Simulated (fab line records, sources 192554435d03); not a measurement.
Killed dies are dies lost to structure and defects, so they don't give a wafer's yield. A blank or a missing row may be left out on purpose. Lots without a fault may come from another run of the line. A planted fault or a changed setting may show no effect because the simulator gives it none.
One fault seen from 3 desks | flow n5_finfet | each desk has only its own numbers; what lay behind them comes last

THE TOOL OWNER'S DESK: rie_si-01
The tool's own readings at N5_PMOS_HMC_CHANNEL_EPI_FIN_RECESS_16 (chemistry HBr/Cl2, target Si, target depth 54 nm, time 18 s): means of the sampled wafers that have a number, for each lot that ran on this tool. A lot is out of limits, marked OUT, if its mean lies more than 4 standard deviations from the usual mean; the brackets give that distance.
Columns: A = HBr_flow_sccm at N5_PMOS_HMC_CHANNEL_EPI_FIN_RECESS_16, usual 150.0 sccm; B = chamber_pressure_mTorr at N5_PMOS_HMC_CHANNEL_EPI_FIN_RECESS_16, usual 10.000 mTorr; C = drypump_motor_current_A at N5_PMOS_HMC_CHANNEL_EPI_FIN_RECESS_16, usual 5.9 A; D = oes_product_au at N5_PMOS_HMC_CHANNEL_EPI_FIN_RECESS_16, usual 1.003 a.u.; E = rf_fwd_power_W at N5_PMOS_HMC_CHANNEL_EPI_FIN_RECESS_16, usual 795.7 W; F = throttle_valve_pct at N5_PMOS_HMC_CHANNEL_EPI_FIN_RECESS_16, usual 35.3 %
lot  | first seen here | A     | B      | C   | D                | E     | F
L227 | day 2 17:51     | 149.4 | 9.996  | 6.0 | 0.993            | 793.5 | 34.9
L232 | day 4 00:09     | 149.8 | 10.011 | 5.6 | 0.924 (-4.7) OUT | 797.1 | 35.2
L233 | day 4 05:40     | 150.3 | 10.005 | 5.9 | 0.850 (-9.0) OUT | 796.5 | 35.1
L246 | day 7 11:44     | 150.4 | 10.005 | 6.3 | 1.021            | 796.8 | 35.2
This desk's finding: out of limits on L232, L233; first on L232, day 4 00:09 (oes_product_au at N5_PMOS_HMC_CHANNEL_EPI_FIN_RECESS_16). In limits: L227, L246.

THE METROLOGY DESK
What the gauges read, lot by lot, whatever tool the lot ran on: means of the sampled wafers that have a number. A lot is out of limits, marked OUT, if its mean lies more than 4 standard deviations from the usual mean; the brackets give that distance. Of its 14 readings 7 are shown: the one that was out of limits first, and those that lie furthest out on some lot.
Columns: A = HMC_CMP_THK at N5_PMOS_HMC_CHANNEL_EPI_THK_MEAS_22, usual 53.8 nm; B = DIBL_P at N5_BEOL_M4_RC_MEAS_101, usual 36.1 mV/V; C = IOFF_P at N5_BEOL_M4_RC_MEAS_101, usual 0.21 nA/um; D = ION_P at N5_BEOL_M4_RC_MEAS_101, usual 464 uA/um; E = SS_N at N5_BEOL_M4_RC_MEAS_101, usual 71.5 mV/dec; F = VT_P_LONG at N5_BEOL_M4_RC_MEAS_101, usual -274.4 mV; G = VT_P_LVT at N5_BEOL_M4_RC_MEAS_101, usual -98.0 mV
lot  | first seen here | A               | B    | C    | D              | E    | F      | G
L225 | day 2 08:10     | 54.4            | 35.2 | 0.18 | 460            | 71.4 | -275.5 | -98.5
L227 | day 2 19:40     | 53.5            | 35.5 | 0.20 | 464            | 70.9 | -274.1 | -99.3
L232 | day 4 01:58     | 46.7 (-8.0) OUT | 37.1 | 0.20 | 435            | 72.0 | -279.6 | -101.8
L233 | day 4 07:55     | 40.1 (-15) OUT  | 38.0 | 0.20 | 399 (-7.3) OUT | 72.5 | -279.4 | -103.8
L240 | day 6 01:47     | 53.6            | 36.6 | 0.20 | 460            | 71.2 | -276.4 | -98.8
L242 | day 6 14:25     | 53.5            | 35.1 | 0.19 | 467            | 71.2 | -275.1 | -96.5
L243 | day 6 21:01     | 52.5            | 36.9 | 0.23 | 474            | 71.6 | -272.8 | -95.4
L245 | day 7 08:43     | 53.8            | 35.5 | 0.22 | 462            | 71.4 | -272.4 | -98.8
L246 | day 7 13:32     | 55.0            | 39.4 | 0.29 | 470            | 71.9 | -270.7 | -95.1
This desk's finding: out of limits on L232, L233; first on L232, day 4 01:58 (HMC_CMP_THK at N5_PMOS_HMC_CHANNEL_EPI_THK_MEAS_22). In limits: L225, L227, L240, L242, L243, L245, L246.

THE DEFECT DESK
What the inspections along the route counted, lot by lot: means of the sampled wafers that have a number. A lot is out of limits, marked OUT, if its mean lies more than 4 standard deviations from the usual mean; the brackets give that distance.
Columns: A = raw_defect_count at N5_ZERO_LAYER_INSPECT_20, usual 38
lot  | first seen here | A
L225 | day 2 01:17     | 42
L227 | day 2 13:32     | 22
L232 | day 3 19:23     | 51
L233 | day 4 01:23     | 52
L240 | day 5 19:23     | 33
L242 | day 6 07:35     | 49
L243 | day 6 13:38     | 27
L245 | day 7 01:22     | 53
L246 | day 7 07:16     | 30
This desk's finding: nothing out of limits on any of the 9 lots.

PUT TOGETHER
The tool owner's desk could have raised an alarm at day 4 00:09, on L232, L233.
The metrology desk could have raised an alarm at day 4 01:58, on L232, L233.
The defect desk saw nothing out of limits.
The defect desk has L232, L233 on record, within its limits.
Of the lots named, all ran N5_PMOS_HMC_CHANNEL_EPI_FIN_RECESS_16 on rie_si-01.

WHAT THE SIMULATOR HAD PUT IN
Process parameter drift: rie_si-01, from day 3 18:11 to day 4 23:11, at N5_PMOS_HMC_CHANNEL_EPI_FIN_RECESS_16. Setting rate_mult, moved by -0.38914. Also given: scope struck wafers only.
Lots struck among those shown: L232, L233.
Hours from the fault's start to each desk's first reading out of limits: the tool owner's desk, 6; the metrology desk, 8.
